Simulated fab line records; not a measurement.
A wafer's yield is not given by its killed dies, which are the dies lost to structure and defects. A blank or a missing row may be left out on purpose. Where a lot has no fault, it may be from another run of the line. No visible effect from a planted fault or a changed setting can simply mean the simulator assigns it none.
Chamber matching -- flow n5-finfet -- 4 sister chambers for N5_BEOL_M9_STRIP_67 on rie-diel-01
The step strips in CF4. 14 wafers are shown with their chamber, then 7 later ones without.

## WAFERS, EACH WITH ITS CHAMBER
wafer,chamber,drypump-motor-current-A (A),throttle-valve-pct (%),showerhead-plenum-p-Torr (Torr)
L075.3,0,5.66,13.15,1.74
L075.4,2,5.67,13.78,1.82
L075.6,0,5.68,13.13,1.74
L077.1,0,5.64,13.18,1.73
L077.2,3,5.85,13.22,1.84
L077.5,0,5.63,13.18,1.73
L078.2,1,6.09,13.46,1.79
L078.3,0,5.64,13.16,1.73
L078.6,3,5.85,13.24,1.84
L081.1,1,6.11,13.47,1.78
L081.2,0,5.64,13.19,1.73
L081.4,2,5.65,13.82,1.81
L082.1,0,5.63,13.20,1.73
L082.2,1,6.12,13.47,1.78

SIGNATURES (means of the wafers above)
reading,chamber 0,chamber 1,chamber 2,chamber 3,scatter within a chamber
drypump-motor-current-A,5.6457,6.1067,5.6600,5.8500,0.0162
throttle-valve-pct,13.1700,13.4667,13.8000,13.2300,0.0216
showerhead-plenum-p-Torr,1.7329,1.7833,1.8150,1.8400,0.00509
Rule: a wafer's distance from a chamber is the root of the sum, over the readings, of the square of ((its reading less the chamber's mean) divided by the reading's scatter). The wafer belongs to the nearest chamber; if the next one is less than 2 further off, it can't be placed. How the scatter is found: for the shown wafers, subtract from each reading the mean of its chamber, square and add these, divide the total by (wafers less chambers), then take the root.

## WAFERS WITH NO CHAMBER GIVEN
wafer,drypump-motor-current-A (A),throttle-valve-pct (%),showerhead-plenum-p-Torr (Torr)
L082.5,5.64,13.81,1.81
L086.1,6.10,13.49,1.78
L086.2,5.85,13.30,1.84
L086.4,6.07,13.50,1.78
L088.1,5.65,13.22,1.73
L088.2,6.12,13.49,1.78
L088.4,6.14,13.50,1.78

## CHAMBER TAKEN BY EACH
wafer,from the rows above,in truth
L082.5,2,2
L086.1,1,1
L086.2,3,3
L086.4,1,1
L088.1,0,0
L088.2,1,1
L088.4,1,1
Correct placement for 7 of the 7. Not placeable from these rows: 0. Number placed wrongly: 0.
